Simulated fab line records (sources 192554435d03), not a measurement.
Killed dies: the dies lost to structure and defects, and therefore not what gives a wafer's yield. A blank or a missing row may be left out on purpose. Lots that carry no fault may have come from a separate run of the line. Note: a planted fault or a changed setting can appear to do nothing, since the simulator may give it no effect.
fab line records	flow n5Finfet	part 1 of 2: steps 1 to 25 of 31
[record] lots = 5	wafers = 15	lastDay = 17
route steps=1938 shown DUMMY_GATE@247 SPACER0@258 SD_EPI_N@262
lots that met no fault: from a run of the same line without faults
startH: hours from the record's first day to the start of the lot's first wafer shown	waitH: how many hours have passed since the lot's step before this one	" same as the row above	L1.1+2: several wafers, shown together as one row	- no value, or no start given	* or withheld: withheld	< > ~ a bound
route shown NAME@n: a module of which the file shows steps, and the number in the route of the first	usual: mean/standard deviation of fault-free wafers	same: alike in all rows	chamber/n: place in a boat	sites: the reading at each site	_std_site: standard deviation across them	_edge_site: outer sites' mean less inner sites'	radiusMm: how far each site lies from the wafer's centre	mask NAME#n: copy n	behind: the last tool/chamber to shape the wafer	hold: cause of the lot's hold/its duration in hours/its outcome	device: names the non-switching transistor (n, p or np)	end of line: the tests these same wafers got at the end of their route	a step without rows: its recipe alone	killed: dies lost to structure and defects at the first sort, not the wafer's yield	map: the dies of a wafer, with x for killed, . for not killed, _ for no die there
set.NAME: the setting the step ran with; set.NAME@STEP: the setting that earlier step ran with	model.NAME: the simulator's own value behind a step, which no gauge read
lots at some steps of the route; a table a step, a row a wafer
services: from which hour (startH, from the record's first day; less than 0 if before it) a tool's chamber was out of use, for how many hours, and why
[[steps]]
[step N5_DUMMY_GATE_ETCH_23]
[recipe] chemistry = HBr/Cl2/O2	HBr_flow_sccm = 150	Cl2_flow_sccm = 80	O2_flow_sccm = 12	biasW = 102	targetDepthA = 410	timeS = 22.3	target = poly-Si	maskMaterial = SiO2	pressureMtorr = 10	icpW = 800
[usual] drypumpMotorCurrentA = 5.79/0.28	oesProductAu = 1.004/0.021	throttleValvePct = 37.0/0.38
[same] timeS = 22.3
lot.wafer	tool	chamber	startH	waitH	drypumpMotorCurrentA	oesProductAu	rfHoursCounterH	throttleValvePct
L083.2	rieSi-01	1	102.42	0.0	5.86	0.999	106	37.8
L083.3	"	0	"	"	5.53	0.968	94	37.1
L083.6	"	1	"	"	5.82	1.000	-	37.8
L084.3	rieSi-06	2	107.28	0.0	5.50	1.032	133	36.2
L084.4	"	0	"	"	6.20	1.008	151	37.2
L084.6	"	0	"	"	6.20	1.014	-	37.2
L087.2	rieSi-03	0	126.46	0.0	5.78	0.965	112	36.7
L087.3	"	2	"	"	5.32	0.997	77	36.9
L087.5	"	3	"	"	6.02	1.024	-	36.8
L088.2	rieSi-01	1	133.29	0.0	5.84	1.000	107	37.8
L088.3	"	2	"	"	6.20	0.996	157	37.1
L088.6	"	2	"	"	6.20	1.007	-	37.1
L095.2	rieSi-03	3	174.05	0.0	5.99	1.011	59	36.9
L095.4	"	0	"	"	5.78	0.972	113	36.7
L095.5	"	3	"	"	5.99	1.012	-	36.8
[step N5_DUMMY_GATE_ETCH_44]
[recipe] chemistry = HBr/O2	overEtchFrac = 0.7	targetDepthA = 1275	stopOn = SiO2	ionEnergyEv = 60	biasW = 20	target = poly-Si	maskMaterial = SiO2	pressureMtorr = 20	icpW = 400	HBr_flow_sccm = 120	O2_flow_sccm = 10
[usual] drypumpMotorCurrentA = 5.79/0.28	oesProductAu = 0.728/0.012	throttleValvePct = 18.44/0.18
lot.wafer	tool	chamber	startH	waitH	drypumpMotorCurrentA	oesProductAu	rfHoursCounterH	throttleValvePct
L083.2	rieSi-01	1	102.48	0.0	5.86	0.729	106	18.62
L083.3	"	0	"	"	5.49	0.728	94	18.31
L083.6	"	1	"	"	5.84	0.729	-	18.62
L084.3	rieSi-06	2	107.34	0.0	5.49	0.725	134	18.12
L084.4	"	0	"	"	6.23	0.736	151	18.74
L084.6	"	0	"	"	6.23	0.735	-	18.74
L087.2	rieSi-03	0	126.51	0.0	5.77	0.712	112	18.28
L087.3	"	2	"	"	5.34	0.717	77	18.16
L087.5	"	3	"	"	5.97	0.740	-	18.51
L088.2	rieSi-01	1	133.35	0.0	5.86	0.720	107	18.61
L088.3	"	2	"	"	6.21	0.729	157	18.54
L088.6	"	2	"	"	6.20	0.725	-	18.55
L095.2	rieSi-03	3	174.11	0.0	6.00	0.726	59	18.52
L095.4	"	0	"	"	5.77	0.716	113	18.28
L095.5	"	3	"	"	5.99	0.730	-	18.52
[step N5_DUMMY_GATE_CD_MEAS_24]
[recipe] targetCdNm = 15
[usual] cdNm = 15.0/0.49
lot.wafer	tool	chamber	startH	waitH	cdNm
L083.2	cdSem-03	-	102.59	0.1	15.8
L083.3	"	-	"	"	15.5
L083.6	"	-	"	"	15.3
L084.3	cdSem-02	-	107.46	0.1	15.1
L084.4	"	-	"	"	14.9
L084.6	"	-	"	"	15.7
L087.2	cdSem-03	-	126.63	0.1	15.1
L087.3	"	-	"	"	13.9
L087.5	"	-	"	"	14.1
L088.2	cdSem-03	-	133.46	0.1	14.9
L088.3	"	-	"	"	16.0
L088.6	"	-	"	"	14.7
L095.2	cdSem-02	-	174.22	0.1	15.1
L095.4	"	-	"	"	14.2
L095.5	"	-	"	"	15.4
[step N5_DUMMY_GATE_ETCH_42]
[recipe] chemistry = CHF3/O2	target = SiO2	targetDepthA = 35	timeS = 31	ionEnergyEv = 30	biasW = 12	pressureMtorr = 30	sourceW = 600	Ar_flow_sccm = 200	CHF3_flow_sccm = 50	O2_flow_sccm = 5
[usual] drypumpMotorCurrentA = 5.8/0.34	oesProductAu = 0.81/0.078	rfVppV = 42.4/1.1	showerheadPlenumPTorr = 2.39/0.1	throttleValvePct = 18.75/0.29
[same] timeS = 31
lot.wafer	tool	chamber	startH	waitH	drypumpMotorCurrentA	oesProductAu	rfHoursCounterH	rfVppV	showerheadPlenumPTorr	throttleValvePct
L083.2	rieDiel-02	3	102.73	0.1	6.2	0.88	52	42.4	2.37	18.62
L083.3	"	1	"	"	6.0	0.73	175	42.3	2.28	18.66
L083.6	"	1	"	"	6.0	0.73	-	42.2	2.28	18.65
L084.3	rieDiel-06	0	107.50	0.0	6.3	0.91	24	41.7	2.44	18.65
L084.4	"	1	"	"	5.8	0.73	-	43.4	2.30	19.05
L084.6	"	0	"	"	6.3	0.91	-	42.6	2.44	18.67
L087.2	rieDiel-05	2	126.69	0.1	6.0	0.79	120	42.4	2.24	18.48
L087.3	"	3	"	"	6.0	0.78	135	43.3	2.53	19.18
L087.5	"	0	"	"	5.5	0.92	-	42.7	2.36	18.40
L088.2	rieDiel-06	1	133.65	0.2	5.8	0.73	202	41.7	2.30	19.08
L088.3	"	2	"	"	5.6	0.77	137	41.0	2.53	18.66
L088.6	"	1	"	"	5.8	0.72	-	42.3	2.30	19.05
L095.2	rieDiel-06	2	174.27	0.0	5.6	0.75	148	41.0	2.53	18.65
L095.4	"	3	"	"	6.4	0.95	9	42.6	2.37	18.20
L095.5	"	2	"	"	5.6	0.75	-	41.1	2.53	18.66
[step N5_DUMMY_GATE_STRIP_48]
[recipe] chemistry = N2/H2	timeS = 20	powerW = 100	tempC = 40	pressureMtorr = 100	rfFrequencyHz = 6e+07	biasPowerW = 3	n2FlowSccm = 300	h2FlowSccm = 300
[usual] biasPowerW = 3.000/0.0088	drypumpMotorCurrentA = 5.8/0.34	oesProductAu = 0.81/0.076	rfVppV = 45.4/0.92	showerheadPlenumPTorr = 3.34/0.15	throttleValvePct = 12.15/0.28
[same] timeS = 20
lot.wafer	tool	chamber	startH	waitH	biasPowerW	drypumpMotorCurrentA	oesProductAu	rfHoursCounterH	rfVppV	showerheadPlenumPTorr	throttleValvePct
L083.2	rieDiel-02	3	102.78	0.0	2.999	6.2	0.87	52	46.6	3.27	11.84
L083.3	"	1	"	"	2.999	6.0	0.71	175	43.7	3.19	12.14
L083.6	"	1	"	"	3.012	6.0	0.71	-	45.4	3.19	12.14
L084.3	rieDiel-06	0	107.55	0.0	3.006	6.3	0.92	24	43.9	3.44	12.05
L084.4	"	1	"	"	2.991	5.8	0.74	-	43.4	3.22	12.44
L084.6	"	0	"	"	2.998	6.3	0.92	-	44.5	3.44	12.04
L087.2	rieDiel-05	2	126.74	0.0	2.997	6.0	0.77	120	45.4	3.14	12.03
L087.3	"	3	"	"	3.010	6.0	0.80	135	46.5	3.52	12.48
L087.5	"	0	"	"	3.001	5.5	0.91	-	44.2	3.29	11.69
L088.2	rieDiel-06	1	133.70	0.0	2.996	5.8	0.74	202	45.2	3.21	12.44
L088.3	"	2	"	"	3.000	5.6	0.78	137	45.7	3.54	12.21
L088.6	"	1	"	"	2.992	5.8	0.74	-	45.4	3.21	12.45
L095.2	rieDiel-06	2	174.32	0.0	2.990	5.6	0.77	148	45.3	3.53	12.24
L095.4	"	3	"	"	3.017	6.4	0.93	9	45.1	3.33	11.62
L095.5	"	2	"	"	3.001	5.6	0.77	-	45.0	3.53	12.25
[step N5_DUMMY_GATE_PRECLEAN_33]
[recipe] chemistry = dHF	timeS = 10	dilution = 750:1	tempC = 25
[same] timeS = 10
lot.wafer	tool	chamber	startH	waitH
L083.2+3+6	wetBench-04	5,6,2	102.86	0.1
L084.3+4+6	wetBench-06	6,7,0	107.63	0.1
L087.2+3+5	wetBench-04	1,0,5	126.82	0.1
L088.2+3+6	wetBench-01	1,6,7	133.79	0.1
L095.2+4+5	wetBench-01	2,5,7	174.40	0.1
[step N5_DUMMY_GATE_PRECLEAN_25]
[recipe] chemistry = O3/DIW	timeS = 45	tempC = 22	o3Ppm = 10
[same] timeS = 45
lot.wafer	tool	chamber	startH	waitH
L083.2+3+6	wetBench-04	5,6,2	102.86	0.0
L084.3+4+6	wetBench-06	6,7,0	107.63	0.0
L087.2+3+5	wetBench-04	1,0,5	126.83	0.0
L088.2+3+6	wetBench-01	1,6,7	133.80	0.0
L095.2+4+5	wetBench-01	2,5,7	174.41	0.0
[step N5_DUMMY_GATE_PRECLEAN_51]
[recipe] chemistry = SC2	timeS = 45	tempC = 35	mix = 1:1:50
[same] timeS = 45
lot.wafer	tool	chamber	startH	waitH
L083.2+3+6	wetBench-04	5,6,2	102.88	0.0
L084.3+4+6	wetBench-06	6,7,0	107.65	0.0
L087.2+3+5	wetBench-04	1,0,5	126.84	0.0
L088.2+3+6	wetBench-01	1,6,7	133.81	0.0
L095.2+4+5	wetBench-01	2,5,7	174.42	0.0
[step N5_DUMMY_GATE_SRD_26]
[recipe] dry = ipaMarangoni	timeS = 30	tempC = 23	rinseLiquid = diw
[same] timeS = 30
lot.wafer	tool	chamber	startH	waitH
L083.2+3+6	wetBench-04	5,6,2	102.89	0.0
L084.3+4+6	wetBench-06	6,7,0	107.66	0.0
L087.2+3+5	wetBench-04	1,0,5	126.85	0.0
L088.2+3+6	wetBench-01	1,6,7	133.82	0.0
L095.2+4+5	wetBench-01	2,5,7	174.43	0.0
[step N5_DUMMY_GATE_UV_OZONE_45]
[recipe] timeS = 120	pressureTorr = 760	tempC = 25
[same] timeS = 120
lot.wafer	tool	chamber	startH	waitH
L083.2+3+6	wetBench-04	5,6,2	102.91	0.0
L084.3+4+6	wetBench-06	6,7,0	107.68	0.0
L087.2+3+5	wetBench-04	1,0,5	126.87	0.0
L088.2+3+6	wetBench-01	1,6,7	133.84	0.0
L095.2+4+5	wetBench-01	2,5,7	174.45	0.0
[step N5_DUMMY_GATE_INSPECT_27]
[recipe] inspectInstrument = brightfield	mode = aei
[usual] rawDefectCount = 313/77
lot.wafer	tool	chamber	startH	waitH	rawDefectCount
L083.2	defectInspect-01	-	102.96	0.0	234
L083.3	"	-	"	"	234
L083.6	"	-	"	"	266
L084.3	defectInspect-01	-	107.73	0.0	248
L084.4	"	-	"	"	297
L084.6	"	-	"	"	293
L087.2	defectInspect-02	-	126.93	0.0	288
L087.3	"	-	"	"	331
L087.5	"	-	"	"	265
L088.2	defectInspect-02	-	133.90	0.0	434
L088.3	"	-	"	"	379
L088.6	"	-	"	"	453
L095.2	defectInspect-02	-	174.50	0.0	297
L095.4	"	-	"	"	255
L095.5	"	-	"	"	236
[step N5_SPACER0_ALD_07]
[recipe] material = SiNx	targetThkA = 20	tempC = 400	aldPrecursorFamily = SiH2I2	aldCoReactant = N2/H2-plasma	pressureTorr = 2
[usual] heaterPowerW = 840/57
lot.wafer	tool	chamber	startH	waitH	heaterPowerW	sinceWetCleanH
L083.2	aldSin-03	3	103.10	0.1	827	3
L083.3	"	1	"	"	806	3
L083.6	"	2	"	"	834	-
L084.3	aldSin-02	2	107.95	0.2	908	297
L084.4	"	1	"	"	883	297
L084.6	"	2	"	"	911	-
L087.2	aldSin-03	3	126.97	0.0	837	27
L087.3	"	0	"	"	762	27
L087.5	"	1	"	"	798	-
L088.2	aldSin-02	0	133.94	0.0	813	323
L088.3	"	3	"	"	767	323
L088.6	"	3	"	"	750	-
L095.2	aldSin-02	1	175.22	0.7	865	364
L095.4	"	3	"	"	731	364
L095.5	"	0	"	"	829	-
[step N5_SPACER0_ALD_00]
[recipe] material = SiOCN	targetThkA = 35	tempC = 400	aldPrecursorFamily = alkyl-aminosilane	aldCoReactant = O2/N2-plasma	pulseTimeS = 3	purgeTimeS = 2	coReactantPurgeTimeS = 2	aldCycles = 58	pressureTorr = 2
[usual] heaterPowerW = 837/55	precursorPulseHeightRel = 1.001/0.021
[same] pulseTimeS = 3
lot.wafer	tool	chamber	startH	waitH	heaterPowerW	precursorPulseHeightRel	sinceWetCleanH
L083.2	aldSin-03	3	103.25	0.1	829	0.980	3
L083.3	"	1	"	"	814	1.007	3
L083.6	"	2	"	"	850	0.993	-
L084.3	aldSin-02	2	108.10	0.1	875	0.974	297
L084.4	"	1	"	"	875	0.996	297
L084.6	"	2	"	"	904	0.957	-
L087.2	aldSin-03	3	127.12	0.1	830	0.998	27
L087.3	"	0	"	"	755	0.996	27
L087.5	"	1	"	"	794	1.000	-
L088.2	aldSin-02	0	134.09	0.1	845	1.006	323
L088.3	"	3	"	"	747	0.994	323
L088.6	"	3	"	"	762	0.972	-
L095.2	aldSin-02	1	175.38	0.1	901	1.009	364
L095.4	"	3	"	"	746	1.001	364
L095.5	"	0	"	"	830	1.053	-
[step N5_SPACER0_ALD_08]
[recipe] material = SiNx	targetThkA = 20	tempC = 400	aldPrecursorFamily = SiH2I2	aldCoReactant = N2/H2-plasma	pressureTorr = 2
[usual] heaterPowerW = 840/57
lot.wafer	tool	chamber	startH	waitH	heaterPowerW	sinceWetCleanH
L083.2	aldSin-03	3	103.51	0.1	842	3
L083.3	"	1	"	"	801	3
L083.6	"	2	"	"	827	-
L084.3	aldSin-02	2	108.36	0.1	908	297
L084.4	"	1	"	"	897	297
L084.6	"	2	"	"	897	-
L087.2	aldSin-03	3	127.38	0.1	819	27
L087.3	"	0	"	"	749	27
L087.5	"	1	"	"	807	-
L088.2	aldSin-02	0	134.35	0.1	825	323
L088.3	"	3	"	"	770	323
L088.6	"	3	"	"	756	-
L095.2	aldSin-02	1	175.63	0.1	877	364
L095.4	"	3	"	"	750	364
L095.5	"	0	"	"	831	-
[step N5_SPACER0_INSPECT_04]
[recipe] inspectInstrument = darkfield	mode = postDep
[usual] rawDefectCount = 140/34
lot.wafer	tool	chamber	startH	waitH	rawDefectCount
L083.2	defectInspect-01	-	103.67	0.1	117
L083.3	"	-	"	"	126
L083.6	"	-	"	"	142
L084.3	defectInspect-01	-	108.52	0.1	91
L084.4	"	-	"	"	110
L084.6	"	-	"	"	122
L087.2	defectInspect-01	-	127.54	0.1	107
L087.3	"	-	"	"	130
L087.5	"	-	"	"	126
L088.2	defectInspect-01	-	134.50	0.1	180
L088.3	"	-	"	"	141
L088.6	"	-	"	"	149
L095.2	defectInspect-02	-	175.79	0.1	119
L095.4	"	-	"	"	120
L095.5	"	-	"	"	98
[step N5_SD_EPI_N_COAT_32]
[recipe] resist = SOC	tempC = 250	timeS = 60	spinRpm = 1500	resistThkNm = 350
[usual] dispensePressureKPa = 53.8/2.3
[same] timeS = 60
lot.wafer	tool	chamber	startH	waitH	dispensePressureKPa
L083.2	lithoTrack-02	0	103.70	0.0	56.4
L083.3	"	0	"	"	56.4
L083.6	"	0	"	"	56.4
L084.3	lithoTrack-02	0	108.55	0.0	56.4
L084.4	"	0	"	"	56.4
L084.6	"	0	"	"	56.4
L087.2	lithoTrack-05	0	127.57	0.0	53.4
L087.3	"	0	"	"	53.5
L087.5	"	0	"	"	53.4
L088.2	lithoTrack-05	0	134.53	0.0	53.4
L088.3	"	0	"	"	53.4
L088.6	"	0	"	"	53.4
L095.2	lithoTrack-02	0	175.82	0.0	56.4
L095.4	"	0	"	"	56.4
L095.5	"	0	"	"	56.4
[step N5_SD_EPI_N_COAT_33]
[recipe] resist = SiARC	tempC = 220	timeS = 60	spinRpm = 1500	resistThkNm = 35
[usual] dispensePressureKPa = 53.8/2.3
[same] timeS = 60
lot.wafer	tool	chamber	startH	waitH	dispensePressureKPa
L083.2	lithoTrack-02	0	-	-	56.4
L083.3	"	0	"	"	56.4
L083.6	"	0	"	"	56.4
L084.3	lithoTrack-02	0	-	-	56.4
L084.4	"	0	"	"	56.4
L084.6	"	0	"	"	56.4
L087.2	lithoTrack-05	0	-	-	53.5
L087.3	"	0	"	"	53.5
L087.5	"	0	"	"	53.5
L088.2	lithoTrack-05	0	-	-	53.5
L088.3	"	0	"	"	53.5
L088.6	"	0	"	"	53.5
L095.2	lithoTrack-02	0	-	-	56.4
L095.4	"	0	"	"	56.4
L095.5	"	0	"	"	56.4
[step N5_SD_EPI_N_COAT_03]
[recipe] resist = CAR-ArF-block	spinRpm = 1500	resistThkNm = 150
[usual] dispensePressureKPa = 53.9/2.3
lot.wafer	tool	chamber	startH	waitH	dispensePressureKPa
L083.2	lithoTrack-02	0	-	-	56.5
L083.3	"	0	"	"	56.4
L083.6	"	0	"	"	56.4
L084.3	lithoTrack-02	0	-	-	56.4
L084.4	"	0	"	"	56.4
L084.6	"	0	"	"	56.4
L087.2	lithoTrack-05	0	-	-	53.5
L087.3	"	0	"	"	53.6
L087.5	"	0	"	"	53.6
L088.2	lithoTrack-05	0	-	-	53.5
L088.3	"	0	"	"	53.6
L088.6	"	0	"	"	53.6
L095.2	lithoTrack-02	0	-	-	56.3
L095.4	"	0	"	"	56.4
L095.5	"	0	"	"	56.4
[step N5_SD_EPI_N_EBR_05]
[recipe] solvent = PGMEA	ebrWidthMm = 1.5
lot.wafer	tool	chamber	startH	waitH
L083.2+3+6	lithoTrack-02	0	-	-
L084.3+4+6	lithoTrack-02	0	-	-
L087.2+3+5	lithoTrack-05	0	-	-
L088.2+3+6	lithoTrack-05	0	-	-
L095.2+4+5	lithoTrack-02	0	-	-
[step N5_SD_EPI_N_SOFTBAKE_04]
[recipe] tempC = 110	timeS = 60	resist = CAR-ArF-block
[same] timeS = 60
lot.wafer	tool	chamber	startH	waitH
L083.2+3+6	lithoTrack-02	0	-	-
L084.3+4+6	lithoTrack-02	0	-	-
L087.2+3+5	lithoTrack-05	0	-	-
L088.2+3+6	lithoTrack-05	0	-	-
L095.2+4+5	lithoTrack-02	0	-	-
[step N5_SD_EPI_N_EXPOSE_06]
[recipe] maskId = SD_N_BLK	na = 1.35	sourceShape = conventional	sigmaOuter = 0.8	polarization = unpolarized	targetCdNm = 120	doseMj = 39.75
[usual] exposureDoseMJCm2 = 39.71/0.04
lot.wafer	tool	chamber	startH	waitH	mask	exposureDoseMJCm2
L083.2	arfiScanner-02	0	103.95	-	SD_N_BLK#0	39.73
L083.3	"	0	"	"	SD_N_BLK#0	39.75
L083.6	"	0	"	"	SD_N_BLK#0	39.76
L084.3	arfiScanner-01	0	108.80	-	SD_N_BLK#0	39.73
L084.4	"	0	"	"	SD_N_BLK#0	39.74
L084.6	"	0	"	"	SD_N_BLK#0	39.71
L087.2	arfiScanner-01	0	127.69	-	SD_N_BLK#0	39.68
L087.3	"	0	"	"	SD_N_BLK#0	39.71
L087.5	"	0	"	"	SD_N_BLK#0	39.72
L088.2	arfiScanner-01	0	134.66	-	SD_N_BLK#0	39.70
L088.3	"	0	"	"	SD_N_BLK#0	39.67
L088.6	"	0	"	"	SD_N_BLK#0	39.73
L095.2	arfiScanner-03	0	176.07	-	SD_N_BLK#0	39.71
L095.4	"	0	"	"	SD_N_BLK#0	39.69
L095.5	"	0	"	"	SD_N_BLK#0	39.66
[step N5_SD_EPI_N_PEB_07]
[recipe] pebTempC = 110	pebTimeS = 60	resist = CAR-ArF-block
lot.wafer	tool	chamber	startH	waitH
L083.2+3+6	lithoTrack-01	0	104.00	0.0
L084.3+4+6	lithoTrack-02	0	108.85	0.0
L087.2+3+5	lithoTrack-01	0	127.75	0.0
L088.2+3+6	lithoTrack-02	0	134.71	0.0
L095.2+4+5	lithoTrack-05	0	176.12	0.0
[step N5_SD_EPI_N_DEVELOP_08]
[recipe] developTimeS = 30	developer = TMAH	resist = CAR-ArF-block	devTempC = 23	rinseLiquid = diw	dry = airSpin
lot.wafer	tool	chamber	startH	waitH
L083.2+3+6	lithoTrack-01	0	-	-
L084.3+4+6	lithoTrack-02	0	-	-
L087.2+3+5	lithoTrack-01	0	-	-
L088.2+3+6	lithoTrack-02	0	-	-
L095.2+4+5	lithoTrack-05	0	-	-
[step N5_SD_EPI_N_CD_MEAS_09]
[recipe] targetCdNm = 120	landingEnergyEv = 500	detector = seInlens
[usual] cdNm = 120.1/1
lot.wafer	tool	chamber	startH	waitH	cdNm
L083.2	cdSem-03	0	104.07	-	118.1
L083.3	"	0	"	"	119.1
L083.6	"	0	"	"	119.8
L084.3	cdSem-02	0	108.92	-	121.0
L084.4	"	0	"	"	121.0
L084.6	"	0	"	"	120.1
L087.2	cdSem-02	0	127.81	-	120.4
L087.3	"	0	"	"	120.0
L087.5	"	0	"	"	120.3
L088.2	cdSem-03	0	134.78	-	120.3
L088.3	"	0	"	"	120.1
L088.6	"	0	"	"	119.5
L095.2	cdSem-02	0	176.19	-	118.8
L095.4	"	0	"	"	119.7
L095.5	"	0	"	"	120.3
[step N5_SD_EPI_N_OVL_MEAS_10]
[recipe] pointsPerWafer = 44
[usual] SD_N_BLK_OVL = -0.5/0.86
lot.wafer	tool	chamber	startH	waitH	SD_N_BLK_OVL[nm]
L083.2	overlay-02	0	104.10	0.0	0.2
L083.3	"	0	"	"	-0.8
L083.6	"	0	"	"	0.4
L084.3	overlay-02	0	108.95	0.0	0.4
L084.4	"	0	"	"	-0.4
L084.6	"	0	"	"	0.1
L087.2	overlay-02	0	127.84	0.0	2.0
L087.3	"	0	"	"	0.8
L087.5	"	0	"	"	0.3
L088.2	overlay-02	0	134.81	0.0	-1.3
L088.3	"	0	"	"	-1.2
L088.6	"	0	"	"	-1.8
L095.2	overlay-02	0	176.22	0.0	0.6
L095.4	"	0	"	"	-1.0
L095.5	"	0	"	"	-1.4
